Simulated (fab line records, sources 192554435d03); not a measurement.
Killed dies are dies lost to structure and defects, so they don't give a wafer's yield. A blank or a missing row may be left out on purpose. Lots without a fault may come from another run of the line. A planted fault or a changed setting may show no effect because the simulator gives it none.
Chamber matching | flow n5_finfet | N5_BEOL_M9_DEP_56 on pecvd-01: 3 sister chambers
The step deposits SiCN from 3MS/NH3, target thk 15 nm, time 26.5 s. 6 wafers are shown with their chamber, then 10 later ones without.

WAFERS WITH THEIR CHAMBER
wafer  | chamber | showerhead_plenum_p_Torr (Torr) | throttle_valve_pct (%)
L087.1 | 1       | 3.659                           | 9.3
L087.3 | 2       | 3.661                           | 8.9
L089.3 | 0       | 3.681                           | 9.2
L089.4 | 2       | 3.650                           | 9.4
L090.1 | 0       | 3.683                           | 9.0
L090.4 | 1       | 3.647                           | 9.4

WAFERS WITHOUT THEIR CHAMBER
wafer  | showerhead_plenum_p_Torr (Torr) | throttle_valve_pct (%)
L090.5 | 3.670                           | 8.9
L093.1 | 3.654                           | 9.1
L093.2 | 3.653                           | 9.2
L093.4 | 3.661                           | 8.9
L094.1 | 3.648                           | 9.2
L094.2 | 3.652                           | 9.2
L094.5 | 3.684                           | 9.2
L095.2 | 3.660                           | 9.3
L095.3 | 3.654                           | 9.4
L095.4 | 3.649                           | 9.6

WHICH CHAMBER EACH WENT THROUGH
wafer  | from the rows above          | in truth
L090.5 | can't be placed: 0 or 2 or 1 | 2
L093.1 | can't be placed: 2 or 1      | 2
L093.2 | can't be placed: 2 or 1      | 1
L093.4 | can't be placed: 2 or 1 or 0 | 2
L094.1 | can't be placed: 1 or 2      | 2
L094.2 | can't be placed: 2 or 1      | 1
L094.5 | 0                            | 0
L095.2 | can't be placed: 2 or 1      | 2
L095.3 | can't be placed: 1 or 2      | 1
L095.4 | can't be placed: 1 or 2      | 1
Placed correctly: 1 of 10. Can't be placed from these rows: 9 (the true chamber is among the candidates in 9). Placed wrongly: 0.
How it was worked out, from the rows above alone: a wafer's distance from a chamber is the root of the sum, over the readings, of the square of ((its reading less the chamber's mean) divided by the reading's scatter). The wafer belongs to the nearest chamber; if the next one is less than 2 further off, it can't be placed. A chamber's mean is the mean of its shown wafers. The scatter: the root of (the sum of the squares of (reading less its chamber's mean) over the shown wafers, divided by (wafers less chambers)).
